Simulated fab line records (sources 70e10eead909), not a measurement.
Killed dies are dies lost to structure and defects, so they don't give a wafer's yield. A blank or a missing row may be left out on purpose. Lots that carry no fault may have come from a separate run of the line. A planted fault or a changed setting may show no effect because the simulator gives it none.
Chamber matching / flow nandHarc / 4 sister chambers for NHARC_A_BONDPAD_STRIP_15 on rieDiel-10
The step strips in O2. 16 wafers are shown with their chamber, then 8 later ones without.

== WAFERS, EACH WITH ITS CHAMBER ==
wafer=L076.1; chamber=0; showerheadPlenumPTorr (Torr)=3.70; drypumpMotorCurrentA (A)=5.34; oesProductAu (a.u.)=0.998
wafer=L076.2; chamber=2; showerheadPlenumPTorr (Torr)=3.63; drypumpMotorCurrentA (A)=5.97; oesProductAu (a.u.)=1.002
wafer=L076.6; chamber=3; showerheadPlenumPTorr (Torr)=3.73; drypumpMotorCurrentA (A)=5.90; oesProductAu (a.u.)=1.001
wafer=L080.2; chamber=0; showerheadPlenumPTorr (Torr)=3.70; drypumpMotorCurrentA (A)=5.35; oesProductAu (a.u.)=0.999
wafer=L080.3; chamber=1; showerheadPlenumPTorr (Torr)=3.50; drypumpMotorCurrentA (A)=5.64; oesProductAu (a.u.)=1.008
wafer=L080.6; chamber=3; showerheadPlenumPTorr (Torr)=3.73; drypumpMotorCurrentA (A)=5.91; oesProductAu (a.u.)=0.996
wafer=L079.1; chamber=3; showerheadPlenumPTorr (Torr)=3.73; drypumpMotorCurrentA (A)=5.91; oesProductAu (a.u.)=1.005
wafer=L079.3; chamber=2; showerheadPlenumPTorr (Torr)=3.63; drypumpMotorCurrentA (A)=6.02; oesProductAu (a.u.)=1.008
wafer=L079.6; chamber=2; showerheadPlenumPTorr (Torr)=3.63; drypumpMotorCurrentA (A)=6.05; oesProductAu (a.u.)=1.000
wafer=L078.2; chamber=1; showerheadPlenumPTorr (Torr)=3.50; drypumpMotorCurrentA (A)=5.66; oesProductAu (a.u.)=1.004
wafer=L078.3; chamber=0; showerheadPlenumPTorr (Torr)=3.70; drypumpMotorCurrentA (A)=5.31; oesProductAu (a.u.)=0.995
wafer=L078.4; chamber=3; showerheadPlenumPTorr (Torr)=3.73; drypumpMotorCurrentA (A)=5.89; oesProductAu (a.u.)=0.985
wafer=L081.2; chamber=0; showerheadPlenumPTorr (Torr)=3.70; drypumpMotorCurrentA (A)=5.28; oesProductAu (a.u.)=0.990
wafer=L081.3; chamber=3; showerheadPlenumPTorr (Torr)=3.73; drypumpMotorCurrentA (A)=5.88; oesProductAu (a.u.)=0.994
wafer=L081.4; chamber=1; showerheadPlenumPTorr (Torr)=3.50; drypumpMotorCurrentA (A)=5.65; oesProductAu (a.u.)=1.002
wafer=L084.3; chamber=2; showerheadPlenumPTorr (Torr)=3.62; drypumpMotorCurrentA (A)=6.04; oesProductAu (a.u.)=1.012

SIGNATURES, as means of the wafers listed above
reading=showerheadPlenumPTorr; chamber 0=3.7000; chamber 1=3.5000; chamber 2=3.6275; chamber 3=3.7300; scatter within a chamber=0.0025
reading=drypumpMotorCurrentA; chamber 0=5.3200; chamber 1=5.6500; chamber 2=6.0200; chamber 3=5.8980; scatter within a chamber=0.0253
reading=oesProductAu; chamber 0=0.99550; chamber 1=1.00467; chamber 2=1.00550; chamber 3=0.99620; scatter within a chamber=0.0057
Rule: distance of a wafer from a chamber = root of the sum over the readings of ((wafer's reading minus chamber's mean) / reading's scatter) squared. If the next closest chamber is less than 2 further off than the closest, the wafer can't be placed; otherwise it belongs to the closest. The scatter is the square root of a quotient: the sum, over the shown wafers, of each reading's squared deviation from its chamber's mean, divided by wafers minus chambers.

== WAFERS WITH NO CHAMBER GIVEN ==
wafer=L084.5; showerheadPlenumPTorr (Torr)=3.62; drypumpMotorCurrentA (A)=6.10; oesProductAu (a.u.)=0.996
wafer=L084.6; showerheadPlenumPTorr (Torr)=3.50; drypumpMotorCurrentA (A)=5.63; oesProductAu (a.u.)=1.007
wafer=L085.1; showerheadPlenumPTorr (Torr)=3.50; drypumpMotorCurrentA (A)=5.65; oesProductAu (a.u.)=1.008
wafer=L085.4; showerheadPlenumPTorr (Torr)=3.73; drypumpMotorCurrentA (A)=5.89; oesProductAu (a.u.)=0.989
wafer=L085.6; showerheadPlenumPTorr (Torr)=3.50; drypumpMotorCurrentA (A)=5.67; oesProductAu (a.u.)=0.997
wafer=L097.1; showerheadPlenumPTorr (Torr)=3.69; drypumpMotorCurrentA (A)=5.33; oesProductAu (a.u.)=0.995
wafer=L097.3; showerheadPlenumPTorr (Torr)=3.72; drypumpMotorCurrentA (A)=5.90; oesProductAu (a.u.)=1.007
wafer=L097.5; showerheadPlenumPTorr (Torr)=3.69; drypumpMotorCurrentA (A)=5.34; oesProductAu (a.u.)=0.995

== WHICH CHAMBER EACH WENT THROUGH ==
wafer=L084.5; from the rows above=2; in truth=2
wafer=L084.6; from the rows above=1; in truth=1
wafer=L085.1; from the rows above=1; in truth=1
wafer=L085.4; from the rows above=3; in truth=3
wafer=L085.6; from the rows above=1; in truth=1
wafer=L097.1; from the rows above=0; in truth=0
wafer=L097.3; from the rows above=3; in truth=3
wafer=L097.5; from the rows above=0; in truth=0
Placed correctly: 8 of 8. Number that these rows cannot place: 0. Wrongly placed: 0.
